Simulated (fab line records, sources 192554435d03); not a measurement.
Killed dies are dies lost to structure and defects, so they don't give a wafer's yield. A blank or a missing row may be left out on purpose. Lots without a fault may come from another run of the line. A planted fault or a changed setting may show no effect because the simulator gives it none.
Chamber matching | flow n5_finfet | N5_HKMG_FIN_ALD_36 on ald_metal-04: 4 sister chambers
The step deposits TiN, target thk 1 nm, pulse time 1 s, purge time 3 s. 16 wafers are shown with their chamber, then 8 later ones without.

WAFERS WITH THEIR CHAMBER
wafer  | chamber | heater_power_w (W) | precursor_pulse_height_rel | susceptor_temp_C (C)
L074.1 | 2       | 906                | 0.987                      | 399.99
L074.2 | 0       | 769                | 1.032                      | 400.04
L074.6 | 0       | 762                | 1.016                      | 400.02
L075.2 | 3       | 739                | 1.029                      | 399.75
L075.3 | 2       | 918                | 0.961                      | 399.45
L075.5 | 3       | 772                | 1.011                      | 399.81
L080.3 | 1       | 814                | 0.994                      | 399.74
L080.4 | 2       | 932                | 0.957                      | 400.12
L080.5 | 0       | 753                | 1.010                      | 399.86
L082.1 | 3       | 763                | 1.010                      | 399.89
L082.2 | 1       | 802                | 1.033                      | 400.02
L082.4 | 0       | 748                | 0.991                      | 400.10
L083.1 | 2       | 905                | 0.998                      | 400.21
L083.4 | 3       | 771                | 1.011                      | 399.71
L083.5 | 0       | 732                | 0.991                      | 400.35
L084.4 | 0       | 771                | 0.974                      | 400.30

SIGNATURES (means of the wafers above)
reading                    | chamber 0 | chamber 1 | chamber 2 | chamber 3 | scatter within a chamber
heater_power_w             | 755.83    | 808.00    | 915.25    | 761.25    | 14
precursor_pulse_height_rel | 1.00233   | 1.01350   | 0.97575   | 1.01525   | 0.0191
susceptor_temp_C           | 400.1117  | 399.8800  | 399.9425  | 399.7900  | 0.219
Rule: a wafer's distance from a chamber is the root of the sum, over the readings, of the square of ((its reading less the chamber's mean) divided by the reading's scatter). The wafer belongs to the nearest chamber; if the next one is less than 2 further off, it can't be placed. The scatter: the root of (the sum of the squares of (reading less its chamber's mean) over the shown wafers, divided by (wafers less chambers)).

WAFERS WITHOUT THEIR CHAMBER
wafer  | heater_power_w (W) | precursor_pulse_height_rel | susceptor_temp_C (C)
L084.5 | 747                | 1.024                      | 400.29
L084.6 | 765                | 1.064                      | 399.83
L085.1 | 760                | 1.006                      | 400.62
L085.2 | 820                | 1.015                      | 400.24
L085.6 | 757                | 1.006                      | 400.41
L093.1 | 746                | 1.020                      | 400.06
L093.2 | 913                | 0.981                      | 399.55
L093.4 | 774                | 1.012                      | 399.57

WHICH CHAMBER EACH WENT THROUGH
wafer  | from the rows above          | in truth
L084.5 | can't be placed: 0 or 3      | 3
L084.6 | can't be placed: 3 or 0 or 1 | 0
L085.1 | can't be placed: 0 or 3      | 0
L085.2 | 1                            | 1
L085.6 | can't be placed: 0 or 3      | 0
L093.1 | can't be placed: 0 or 3      | 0
L093.2 | 2                            | 2
L093.4 | can't be placed: 3 or 1 or 0 | 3
Placed correctly: 2 of 8. Can't be placed from these rows: 6 (the true chamber is among the candidates in 6). Placed wrongly: 0.
